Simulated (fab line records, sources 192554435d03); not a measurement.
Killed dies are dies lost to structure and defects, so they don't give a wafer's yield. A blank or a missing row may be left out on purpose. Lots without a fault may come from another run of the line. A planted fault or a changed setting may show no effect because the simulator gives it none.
Chamber matching | flow n5_finfet | N5_BEOL_M2_VIA_ETCH_34 on rie_diel-02: 4 sister chambers
The step etches the open film in C4F6/O2, target depth 69.4 nm, time 65.9 s. 8 wafers are shown with their chamber, then 8 later ones without.

WAFERS WITH THEIR CHAMBER
wafer  | chamber | throttle_valve_pct (%) | showerhead_plenum_p_Torr (Torr)
L076.3 | 1       | 30.52                  | 2.84
L082.1 | 0       | 30.75                  | 2.75
L083.2 | 1       | 30.53                  | 2.83
L083.6 | 3       | 30.58                  | 2.86
L091.1 | 2       | 31.25                  | 2.83
L091.4 | 3       | 30.62                  | 2.85
L091.6 | 2       | 31.24                  | 2.83
L095.2 | 0       | 30.79                  | 2.74

WAFERS WITHOUT THEIR CHAMBER
wafer  | throttle_valve_pct (%) | showerhead_plenum_p_Torr (Torr)
L095.5 | 31.25                  | 2.83
L095.6 | 30.55                  | 2.82
L096.1 | 31.25                  | 2.82
L096.2 | 30.64                  | 2.84
L096.3 | 30.80                  | 2.74
L097.1 | 31.26                  | 2.82
L097.2 | 30.53                  | 2.82
L097.4 | 30.81                  | 2.74

WHICH CHAMBER EACH WENT THROUGH
wafer  | from the rows above | in truth
L095.5 | 2                   | 2
L095.6 | 1                   | 1
L096.1 | 2                   | 2
L096.2 | 3                   | 3
L096.3 | 0                   | 0
L097.1 | 2                   | 2
L097.2 | 1                   | 1
L097.4 | 0                   | 0
Placed correctly: 8 of 8. Can't be placed from these rows: 0. Placed wrongly: 0.
How it was worked out, from the rows above alone: a wafer's distance from a chamber is the root of the sum, over the readings, of the square of ((its reading less the chamber's mean) divided by the reading's scatter). The wafer belongs to the nearest chamber; if the next one is less than 2 further off, it can't be placed. A chamber's mean is the mean of its shown wafers. The scatter: the root of (the sum of the squares of (reading less its chamber's mean) over the shown wafers, divided by (wafers less chambers)).
